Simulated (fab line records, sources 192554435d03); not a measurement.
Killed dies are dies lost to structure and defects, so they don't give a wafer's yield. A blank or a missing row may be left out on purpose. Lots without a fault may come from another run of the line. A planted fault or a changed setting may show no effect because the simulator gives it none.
fab line records | flow n5_finfet
record lots=7 wafers=39
route steps=1938 shown ZERO_LAYER@14 DUMMY_GATE@243 GATE_CUT@510 BEOL_M1@818 BEOL_M2@914 BEOL_M4@1037 BEOL_M6@1254 BEOL_M9@1467 BEOL_M13@1687 BEOL_M15@1819 PASSIVATION@1930
start_h: hours from the record's first day to the start of the lot's first wafer shown | wait_h: hours since the lot's step before | " the same as in the row above | L1.1+2: a row that stands for several wafers | - no value, or no start given | * or withheld: withheld | < > ~ a bound
route shown NAME@n: a module of which the file shows steps, and the number in the route of the first | usual: mean/standard deviation of fault-free wafers | same: alike in all rows | chamber/n: place in a boat | sites: the reading at each site | _std_site: their standard deviation | _edge_site: outer sites' mean less inner sites' | radius_mm: how far each site lies from the wafer's centre | mask NAME#n: copy n | behind: the tool/chamber that last shaped the wafer | hold: why the lot was held/for how many hours/how that ended | device: the transistor (n, p or np) that didn't switch | end of line: the same wafers' tests at the end of the route | a step without rows: its recipe alone | killed: dies lost to structure and defects at the first sort, not the wafer's yield | map: a wafer's dies, x killed, . not, _ none there
set.NAME: the setting as run; set.NAME@STEP: as run at that earlier step | model.NAME: the simulator's own value behind a step, which no gauge read
lots whose settings were changed on purpose; a table a step, a row a wafer
## steps
# step N5_ZERO_LAYER_DESCUM_16
# recipe chemistry=O2 time_s=7.9 source_power_w=50 bias_power_w=20 pressure_mtorr=20 rf_frequency_hz=2.712e+07 temp_c=40 o2_flow_sccm=225
# step N5_DUMMY_GATE_ETCH_31
# recipe chemistry=C4F6/O2 target=SiO2 mask_material=SOC target_depth_a=825 time_s=27.5 ion_energy_ev=250 pressure_mtorr=30 source_w=345 bias_w=185 Ar_flow_sccm=300 C4F6_flow_sccm=10 O2_flow_sccm=10
# step N5_GATE_CUT_ALD_22
# recipe material=SiNx target_thk_a=160 temp_c=400 ald_precursor_family=SiH2I2 ald_co_reactant=N2/H2-plasma pulse_time_s=1 ald_cycles=320 purge_time_s=2 co_reactant_purge_time_s=2 pressure_torr=2
# step N5_BEOL_M1_SPUTTER_81
# recipe material=Cu target_thk_a=45 temp_c=-20 chamber_pressure_pa=0.07 power_w=withheld time_s=8.29
# step N5_BEOL_M2_SPUTTER_90
# step N5_BEOL_M4_DESCUM_16
# recipe chemistry=O2 time_s=7 source_power_w=50 bias_power_w=20 pressure_mtorr=20 rf_frequency_hz=2.712e+07 temp_c=40 resist=CAR-EUV o2_flow_sccm=225
# step N5_BEOL_M6_SPUTTER_48
# recipe material=Cu target_thk_a=100 temp_c=-20 bias_v=60 power_w=26000 chamber_pressure_pa=0.13 time_s=1.667
# step N5_BEOL_M9_DEP_56
# recipe material=SiCN target_thk_a=150 temp_c=withheld precursor=3MS/NH3 pressure_torr=3 rf_w=202 time_s=26.5
# step N5_BEOL_M13_DEVELOP_27
# recipe develop_time_s=45 rinse_liquid=diw dry=air_spin dev_temp_c=21
# step N5_BEOL_M15_SPUTTER_43
# recipe material=TaN target_thk_a=150 temp_c=50 bias_v=168.6 power_w=15000 chamber_pressure_pa=0.12 time_s=24.19
# step N5_PASSIVATION_ETCH_54
# recipe chemistry=CHF3/O2 target=SiO2 target_depth_a=8800 CHF3_flow_sccm=50 O2_flow_sccm=5 Ar_flow_sccm=200 time_s=440 mask_material=PR pressure_mtorr=30 source_w=650 bias_w=170 ion_energy_ev=200
# step N5_PASSIVATION_PROBE_49
# usual killed_at_front_end=40/11
# columns lot.wafer tool chamber start_h wait_h set.time_s@ZERO_LAYER_DESCUM_16 set.target_depth_a@DUMMY_GATE_ETCH_31 set.ald_cycles@GATE_CUT_ALD_22 set.time_s@BEOL_M1_SPUTTER_81 set.time_s@BEOL_M2_SPUTTER_90 set.time_s@BEOL_M4_DESCUM_16 set.time_s@BEOL_M6_SPUTTER_48 set.target_thk_a@BEOL_M9_DEP_56 set.develop_time_s@BEOL_M13_DEVELOP_27 set.time_s@BEOL_M15_SPUTTER_43 set.target_depth_a@PASSIVATION_ETCH_54 killed_at_front_end
L083.1 prober-02 - 346.84 0.0 10.43 825 197 12.63 8.29 7 1.667 186.5 45 36.96 8800 1121
L083.2 prober-02 - 346.89 0.1 10.43 1188 320 12.63 6.69 7 1.667 150 64.35 36.96 12630 55
L083.3 prober-02 - 346.94 0.1 7.9 825 320 8.29 8.29 4.954 1.667 186.5 64.35 24.19 12630 49
L083.4 prober-02 - 346.99 0.2 7.9 1188 197 12.63 8.29 4.954 1.667 150 45 36.96 8800 73
L083.5 prober-02 - 347.04 0.2 10.43 825 197 8.29 6.69 4.954 1.667 150 64.35 24.19 8800 1123
L083.6 prober-02 - 347.09 0.3 7.9 1188 320 8.29 6.69 7 1.667 186.5 45 24.19 12630 1108
L086.1 prober-01 - 347.78 0.0 7.9 825 320 8.29 8.29 7 2.158 96.78 62.41 24.19 8800 30
L086.2 prober-01 - 347.83 0.1 7.9 825 320 8.29 8.29 5.15 1.667 96.78 45 24.19 8800 69
L086.3 prober-01 - 347.88 0.1 7.9 825 320 8.29 8.29 5.15 2.158 150 62.41 12.97 8800 58
L086.4 prober-01 - 347.93 0.2 7.9 825 320 8.29 8.29 7 1.667 150 62.41 24.19 8800 52
L086.5 prober-01 - 347.98 0.2 7.9 825 320 8.29 8.29 7 2.158 150 45 12.97 8800 37
L086.6 prober-01 - 348.03 0.3 7.9 825 320 8.29 8.29 5.15 1.667 96.78 45 12.97 8800 53
L082.3 prober-02 - 353.70 0.1 7.9 825 320 8.29 8.29 7 1.667 150 45 24.19 8800 28
L082.5 prober-02 - 353.80 0.2 7.9 825 320 8.29 8.29 7 1.667 150 45 24.19 8800 49
L082.6 prober-02 - 353.85 0.3 7.9 825 320 8.29 8.29 7 1.667 150 45 24.19 8800 45
L088.1 prober-02 - 356.35 0.0 10.27 1068 320 8.29 5.479 7 1.667 150 22.74 24.19 10370 38
L088.2 prober-02 - 356.40 0.1 7.9 825 242 8.29 8.29 4.761 1.667 150 45 24.19 8800 38
L088.3 prober-02 - 356.45 0.1 10.27 1068 242 8.29 8.29 7 2.458 150 22.74 24.19 8800 30
L088.4 prober-02 - 356.50 0.2 7.9 825 242 8.29 5.479 4.761 1.667 150 22.74 24.19 8800 39
L088.5 prober-02 - 356.55 0.2 7.9 1068 320 8.29 5.479 7 2.458 150 45 24.19 10370 45
L088.6 prober-02 - 356.60 0.3 10.27 825 320 8.29 8.29 4.761 2.458 150 45 24.19 10370 45
L092.1 prober-02 - 391.42 0.0 7.9 563.8 165 8.29 8.29 10.93 1.667 220.6 56.6 14.82 8800 1067
L092.2 prober-02 - 391.47 0.1 12.08 825 165 8.29 10.5 7 2.075 220.6 45 24.19 8800 26
L092.3 prober-02 - 391.52 0.1 7.9 563.8 165 8.29 10.5 10.93 1.667 150 45 24.19 12160 1114
L092.4 prober-02 - 391.57 0.2 12.08 825 320 8.29 10.5 7 2.075 220.6 56.6 24.19 12160 28
L092.5 prober-02 - 391.62 0.2 12.08 563.8 320 8.29 8.29 7 1.667 150 45 14.82 12160 1110
L092.6 prober-02 - 391.67 0.3 7.9 825 320 8.29 8.29 10.93 2.075 150 56.6 14.82 8800 44
L093.1 prober-01 - 409.42 0.0 12.43 509.5 320 8.29 8.29 7 1.049 173.6 45 35.39 8800 1065
L093.2 prober-01 - 409.47 0.1 7.9 509.5 399 8.29 6.905 10.87 1.667 173.6 27.39 35.39 5303 1115
L093.3 prober-01 - 409.52 0.1 12.43 509.5 399 13.16 8.29 7 1.667 150 27.39 24.19 5303 1101
L093.4 prober-01 - 409.57 0.2 12.43 825 320 13.16 6.905 7 1.667 173.6 45 24.19 5303 51
L093.5 prober-01 - 409.62 0.2 7.9 825 320 8.29 6.905 10.87 1.049 150 45 24.19 8800 34
L093.6 prober-01 - 409.67 0.3 7.9 825 399 13.16 8.29 10.87 1.049 150 27.39 35.39 8800 43
L097.1 prober-01 - 413.89 0.0 3.591 825 390 8.29 8.29 7 1.667 150 45 16.94 8800 26
L097.2 prober-01 - 413.94 0.1 3.591 569.8 390 9.719 8.29 9.036 1.667 150 45 16.94 6996 1049
L097.3 prober-01 - 413.99 0.1 3.591 825 320 9.719 8.29 7 1.224 150 45 24.19 8800 26
L097.4 prober-01 - 414.04 0.2 7.9 569.8 320 8.29 4.271 9.036 1.667 150 45 24.19 8800 1104
L097.5 prober-01 - 414.09 0.2 7.9 825 390 9.719 4.271 7 1.224 150 45 24.19 6996 25
L097.6 prober-01 - 414.14 0.3 7.9 569.8 320 8.29 4.271 9.036 1.224 150 45 16.94 6996 1100
# killed by level:class
L083.1 DUMMY_REMOVAL:area_strip=1083 BEOL_M3:geometric_particle:open=11 BEOL_M4:geometric_particle:open=11 BEOL_M0_SAQP:geometric_particle:open=9 BEOL_M0_SAQP:geometric_particle:short=6 BEOL_M2:geometric_particle:open=5 STI_FIN_REVEAL:geometric_particle:open=4 DUMMY_GATE:geometric_particle:short=4
L083.2 FIN_SAQP:geometric_particle:open=19 BEOL_M0_SAQP:geometric_particle:open=9 FIN_SAQP:geometric_particle:short=8 BEOL_M3:geometric_particle:open=8 DUMMY_GATE:geometric_particle:open=6 MOL_CONTACT_COAG:geometric_particle:open=6 BEOL_M2:geometric_particle:open=6 BEOL_M1:geometric_particle:open=5
L083.3 MOL_CONTACT_COAG:geometric_particle:open=16 STI_FIN_REVEAL:geometric_particle:open=14 BEOL_M3:geometric_particle:open=9 BEOL_M0_SAQP:geometric_particle:short=7 BEOL_M2:geometric_particle:open=7 FIN_SAQP:geometric_particle:open=6 MOL_CONTACT_COAG:geometric_particle:short=6 BEOL_M0_SAQP:geometric_particle:open=6
L083.4 FIN_SAQP:geometric_particle:open=26 FIN_CUT:area_etch=14 BEOL_M0_SAQP:geometric_particle:short=10 STI_FIN_REVEAL:geometric_particle:open=7 DUMMY_GATE:geometric_particle:open=6 BEOL_M2:geometric_particle:open=6 BEOL_M3:geometric_particle:open=5 BEOL_M4:geometric_particle:open=5
L083.5 DUMMY_REMOVAL:area_strip=1064 FIN_SAQP:geometric_particle:open=15 FIN_CUT:area_etch=14 MOL_CONTACT_COAG:geometric_particle:open=10 BEOL_M0_SAQP:geometric_particle:short=10 BEOL_M0_SAQP:geometric_particle:open=8 FIN_SAQP:geometric_particle:short=6 BEOL_M4:geometric_particle:open=6
L083.6 DUMMY_REMOVAL:area_strip=1068 FIN_SAQP:geometric_particle:open=13 BEOL_M0_SAQP:geometric_particle:open=10 BEOL_M3:geometric_particle:open=8 BEOL_M2:geometric_particle:open=8 DUMMY_GATE:geometric_particle:open=6 BEOL_M0_SAQP:geometric_particle:short=6 FIN_SAQP:geometric_particle:short=5
L086.1 BEOL_M0_SAQP:geometric_particle:open=12 MOL_CONTACT_COAG:geometric_particle:open=8 BEOL_M0_SAQP:geometric_particle:short=6 FIN_SAQP:geometric_particle:short=5 FIN_SAQP:geometric_particle:open=5 GATE_CUT:geometric_particle:short=4 BEOL_M1:geometric_particle:open=3 BEOL_M2:geometric_particle:open=3
L086.2 FIN_SAQP:geometric_particle:open=26 BEOL_M2:geometric_particle:open=15 BEOL_M0_SAQP:geometric_particle:open=15 FIN_SAQP:geometric_particle:short=14 MOL_CONTACT_COAG:geometric_particle:open=10 GATE_CUT:geometric_particle:short=6 BEOL_M1:geometric_particle:open=6 BEOL_M3:geometric_particle:open=6
L086.3 BEOL_M0_SAQP:geometric_particle:open=20 FIN_SAQP:geometric_particle:short=15 FIN_SAQP:geometric_particle:open=15 BEOL_M0_SAQP:geometric_particle:short=11 MOL_CONTACT_COAG:geometric_particle:open=8 BEOL_M4:geometric_particle:open=8 STI_FIN_REVEAL:geometric_particle:open=7 DUMMY_GATE:geometric_particle:open=7
L086.4 FIN_SAQP:geometric_particle:short=14 FIN_SAQP:geometric_particle:open=13 MOL_CONTACT_COAG:geometric_particle:open=13 BEOL_M2:geometric_particle:open=13 BEOL_M0_SAQP:geometric_particle:short=9 BEOL_M0_SAQP:geometric_particle:open=8 DUMMY_GATE:geometric_particle:open=6 STARTING-WAFER:geometric_particle:short=5
L086.5 BEOL_M2:geometric_particle:open=15 BEOL_M0_SAQP:geometric_particle:short=11 MOL_CONTACT_COAG:geometric_particle:open=10 BEOL_M0_SAQP:geometric_particle:open=10 FIN_SAQP:geometric_particle:open=7 FIN_SAQP:geometric_particle:short=6 GATE_CUT:geometric_particle:open=6 BEOL_M3:geometric_particle:open=5
L086.6 FIN_SAQP:geometric_particle:open=23 MOL_CONTACT_COAG:geometric_particle:open=20 FIN_SAQP:geometric_particle:short=15 BEOL_M0_SAQP:geometric_particle:short=13 BEOL_M0_SAQP:geometric_particle:open=6 BEOL_M2:geometric_particle:open=6 BEOL_M3:geometric_particle:open=5 DUMMY_GATE:geometric_particle:short=4
L082.3 MOL_CONTACT_COAG:geometric_particle:open=18 GATE_CUT:geometric_particle:short=7 BEOL_M0_SAQP:geometric_particle:open=7 BEOL_M0_SAQP:geometric_particle:short=7 STI_FIN_REVEAL:geometric_particle:open=6 MOL_CONTACT_COAG:geometric_particle:short=6 BEOL_M3:geometric_particle:short=6 BEOL_M2:geometric_particle:open=5
L082.5 STI_FIN_REVEAL:geometric_particle:open=18 BEOL_M2:geometric_particle:open=13 MOL_CONTACT_COAG:geometric_particle:open=10 BEOL_M0_SAQP:geometric_particle:short=7 FIN_SAQP:geometric_particle:open=5 FIN_SAQP:geometric_particle:short=5 BEOL_M1:geometric_particle:open=5 DUMMY_GATE:geometric_particle:open=4
L082.6 STI_FIN_REVEAL:geometric_particle:open=20 MOL_CONTACT_COAG:geometric_particle:open=10 BEOL_M2:geometric_particle:open=10 BEOL_M0_SAQP:geometric_particle:short=9 BEOL_M0_SAQP:geometric_particle:open=7 DUMMY_GATE:geometric_particle:open=7 BEOL_M1:geometric_particle:open=7 BEOL_M5:geometric_particle:open=6
L088.1 STI_FIN_REVEAL:geometric_particle:open=10 BEOL_M3:geometric_particle:open=10 FIN_SAQP:geometric_particle:open=9 BEOL_M2:geometric_particle:open=9 MOL_CONTACT_COAG:geometric_particle:open=8 BEOL_M0_SAQP:geometric_particle:short=7 BEOL_M0_SAQP:geometric_particle:open=7 BEOL_M4:geometric_particle:open=7
L088.2 MOL_CONTACT_COAG:geometric_particle:open=20 BEOL_M0_SAQP:geometric_particle:short=16 BEOL_M2:geometric_particle:open=12 BEOL_M0_SAQP:geometric_particle:open=11 FIN_SAQP:geometric_particle:open=9 BEOL_M4:geometric_particle:open=9 BEOL_M1:geometric_particle:open=7 BEOL_M3:geometric_particle:open=7
L088.3 MOL_CONTACT_COAG:geometric_particle:open=16 BEOL_M0_SAQP:geometric_particle:short=10 BEOL_M1:geometric_particle:open=10 BEOL_M2:geometric_particle:open=7 BEOL_M4:geometric_particle:open=7 FIN_SAQP:geometric_particle:short=5 MOL_CONTACT_COAG:geometric_particle:short=5 BEOL_M0_SAQP:geometric_particle:open=5
L088.4 MOL_CONTACT_COAG:geometric_particle:open=17 GATE_CUT:geometric_particle:short=10 BEOL_M0_SAQP:geometric_particle:short=8 BEOL_M0_SAQP:geometric_particle:open=8 FIN_SAQP:geometric_particle:open=7 BEOL_M1:geometric_particle:open=7 DUMMY_GATE:geometric_particle:open=6 BEOL_M2:geometric_particle:open=6
L088.5 MOL_CONTACT_COAG:geometric_particle:open=21 BEOL_M2:geometric_particle:open=10 STI_FIN_REVEAL:geometric_particle:open=10 BEOL_M0_SAQP:geometric_particle:short=9 BEOL_M4:geometric_particle:open=9 BEOL_M0_SAQP:geometric_particle:open=8 BEOL_M1:geometric_particle:open=7 BEOL_M3:geometric_particle:short=7
L088.6 MOL_CONTACT_COAG:geometric_particle:open=17 BEOL_M4:geometric_particle:open=14 BEOL_M2:geometric_particle:open=12 FIN_SAQP:geometric_particle:short=10 FIN_SAQP:geometric_particle:open=9 BEOL_M0_SAQP:geometric_particle:short=6 BEOL_M0_SAQP:geometric_particle:open=5 BEOL_M1:geometric_particle:open=5
L092.1 DUMMY_GATE:area_etch=1020 STI_FIN_REVEAL:geometric_particle:open=17 BEOL_M2:geometric_particle:open=16 MOL_CONTACT_COAG:geometric_particle:open=10 BEOL_M3:geometric_particle:open=10 BEOL_M0_SAQP:geometric_particle:short=7 FIN_CUT:area_etch=7 BEOL_M4:geometric_particle:open=6
L092.2 MOL_CONTACT_COAG:geometric_particle:open=14 STI_FIN_REVEAL:geometric_particle:open=7 BEOL_M3:geometric_particle:open=7 BEOL_M1:geometric_particle:open=7 FIN_SAQP:geometric_particle:short=5 BEOL_M2:geometric_particle:open=5 DUMMY_GATE:geometric_particle:open=4 BEOL_M0_SAQP:geometric_particle:open=3
L092.3 DUMMY_GATE:area_etch=1074 MOL_CONTACT_COAG:geometric_particle:open=9 BEOL_M3:geometric_particle:open=9 FIN_SAQP:geometric_particle:short=7 BEOL_M0_SAQP:geometric_particle:short=7 BEOL_M2:geometric_particle:open=7 FIN_SAQP:geometric_particle:open=6 BEOL_M4:geometric_particle:open=6
L092.4 DUMMY_GATE:geometric_particle:open=9 BEOL_M2:geometric_particle:open=8 MOL_CONTACT_COAG:geometric_particle:open=7 FIN_SAQP:geometric_particle:short=5 BEOL_M0_SAQP:geometric_particle:short=5 BEOL_M0:geometric_particle:open=5 BEOL_M0_SAQP:geometric_particle:open=4 STARTING-WAFER:geometric_particle:short=4
L092.5 DUMMY_GATE:area_etch=1084 MOL_CONTACT_COAG:geometric_particle:open=13 BEOL_M3:geometric_particle:open=13 BEOL_M0_SAQP:geometric_particle:short=7 FIN_SAQP:geometric_particle:short=6 BEOL_M2:geometric_particle:open=6 DUMMY_GATE:geometric_particle:open=5 STI_FIN_REVEAL:geometric_particle:open=4
L092.6 MOL_CONTACT_COAG:geometric_particle:open=11 BEOL_M3:geometric_particle:open=11 STI_FIN_REVEAL:geometric_particle:open=9 MOL_CONTACT_COAG:geometric_particle:short=6 STI_FIN_REVEAL:geometric_particle:short=5 DUMMY_GATE:geometric_particle:open=5 BEOL_M0_SAQP:geometric_particle:open=5 BEOL_M2:geometric_particle:open=5
L093.1 DUMMY_GATE:area_etch=1034 BEOL_M6:interface_void_opened=37 BEOL_M1:geometric_particle:open=11 MOL_CONTACT_COAG:geometric_particle:open=11 BEOL_M2:geometric_particle:open=9 BEOL_M5:geometric_particle:open=7 STI_FIN_REVEAL:geometric_particle:open=6 BEOL_M4:geometric_particle:short=6
L093.2 DUMMY_GATE:area_etch=1079 MOL_CONTACT_COAG:geometric_particle:open=14 FIN_SAQP:geometric_particle:short=13 STI_FIN_REVEAL:geometric_particle:open=8 BEOL_M1:geometric_particle:open=7 MOL_CONTACT_COAG:geometric_particle:short=6 FIN_SAQP:geometric_particle:open=4 BEOL_M2:geometric_particle:short=4
L093.3 DUMMY_GATE:area_etch=1068 STI_FIN_REVEAL:geometric_particle:open=11 BEOL_M1:geometric_particle:open=10 BEOL_M2:geometric_particle:open=10 BEOL_M0_SAQP:geometric_particle:open=9 BEOL_M0_SAQP:geometric_particle:short=9 FIN_SAQP:geometric_particle:short=8 BEOL_M4:geometric_particle:open=8
L093.4 PASSIVATION:area_etch=1060 FIN_SAQP:geometric_particle:open=17 MOL_CONTACT_COAG:geometric_particle:open=13 FIN_SAQP:geometric_particle:short=11 STI_FIN_REVEAL:geometric_particle:open=7 BEOL_M0_SAQP:geometric_particle:short=6 BEOL_M1:geometric_particle:open=6 BEOL_M4:geometric_particle:open=6
L093.5 BEOL_M6:interface_void_opened=25 MOL_CONTACT_COAG:geometric_particle:open=12 BEOL_M1:geometric_particle:open=9 FIN_SAQP:geometric_particle:open=8 STI_FIN_REVEAL:geometric_particle:open=8 FIN_SAQP:geometric_particle:short=7 BEOL_M2:geometric_particle:open=7 BEOL_M0_SAQP:geometric_particle:open=5
L093.6 BEOL_M6:interface_void_opened=42 STI_FIN_REVEAL:geometric_particle:open=17 MOL_CONTACT_COAG:geometric_particle:open=14 BEOL_M1:geometric_particle:open=14 FIN_SAQP:geometric_particle:open=9 BEOL_M5:geometric_particle:open=7 BEOL_M2:geometric_particle:open=7 FIN_SAQP:geometric_particle:short=6
L097.1 BEOL_M0_SAQP:geometric_particle:open=10 BEOL_M2:geometric_particle:open=8 BEOL_M3:geometric_particle:open=8 BEOL_M1:geometric_particle:open=7 BEOL_M0_SAQP:geometric_particle:short=6 BEOL_M4:geometric_particle:open=6 STI_FIN_REVEAL:geometric_particle:open=4 STARTING-WAFER:geometric_particle:short=4
L097.2 DUMMY_GATE:area_etch=1012 PASSIVATION:area_etch=80 BEOL_M3:geometric_particle:open=13 FIN_SAQP:geometric_particle:short=10 BEOL_M2:geometric_particle:open=9 STI_FIN_REVEAL:geometric_particle:open=8 DUMMY_GATE:geometric_particle:open=6 BEOL_M3:geometric_particle:short=6
L097.3 MOL_CONTACT_COAG:geometric_particle:open=10 BEOL_M0_SAQP:geometric_particle:open=9 BEOL_M0_SAQP:geometric_particle:short=7 BEOL_M6:interface_void_opened=7 FIN_SAQP:geometric_particle:open=6 BEOL_M0:geometric_particle:open=5 BEOL_M2:geometric_particle:open=5 BEOL_M4:geometric_particle:open=4
L097.4 DUMMY_GATE:area_etch=1056 BEOL_M0_SAQP:geometric_particle:open=19 BEOL_M0_SAQP:geometric_particle:short=16 STI_FIN_REVEAL:geometric_particle:open=12 FIN_SAQP:geometric_particle:open=9 BEOL_M1:geometric_particle:open=9 FIN_SAQP:geometric_particle:short=6 BEOL_M3:geometric_particle:open=5
L097.5 PASSIVATION:area_etch=1077 MOL_CONTACT_COAG:geometric_particle:open=13 BEOL_M0_SAQP:geometric_particle:open=11 FIN_SAQP:geometric_particle:open=9 BEOL_M0_SAQP:geometric_particle:short=8 BEOL_M6:interface_void_opened=7 BEOL_M2:geometric_particle:open=6 BEOL_M8:geometric_particle:open=6
L097.6 DUMMY_GATE:area_etch=1056 BEOL_M6:interface_void_opened=10 FIN_SAQP:geometric_particle:short=9 BEOL_M0_SAQP:geometric_particle:open=9 STI_FIN_REVEAL:geometric_particle:open=8 MOL_CONTACT_COAG:geometric_particle:open=8 BEOL_M0_SAQP:geometric_particle:short=7 GATE_CUT:geometric_particle:short=6
## key
split step=N5_ZERO_LAYER_DESCUM_16 setting=time_s stated_as=7.9
response none clear
split step=N5_DUMMY_GATE_ETCH_31 setting=target_depth_a stated_as=825
response step=N5_PASSIVATION_PROBE_49 reading=killed_at_front_end slope=-19.1 per=1% together_with=all explained=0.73
split step=N5_GATE_CUT_ALD_22 setting=ald_cycles stated_as=320
response none clear
split step=N5_BEOL_M1_SPUTTER_81 setting=time_s stated_as=8.29
response none clear
split step=N5_BEOL_M2_SPUTTER_90 setting=time_s stated_as=8.29
response none clear
split step=N5_BEOL_M4_DESCUM_16 setting=time_s stated_as=7
response none clear
split step=N5_BEOL_M6_SPUTTER_48 setting=time_s stated_as=1.667
response none clear
split step=N5_BEOL_M9_DEP_56 setting=target_thk_a stated_as=150
response none clear
split step=N5_BEOL_M13_DEVELOP_27 setting=develop_time_s stated_as=45
response none clear
split step=N5_BEOL_M15_SPUTTER_43 setting=time_s stated_as=24.19
response none clear
split step=N5_PASSIVATION_ETCH_54 setting=target_depth_a stated_as=8800
response none clear
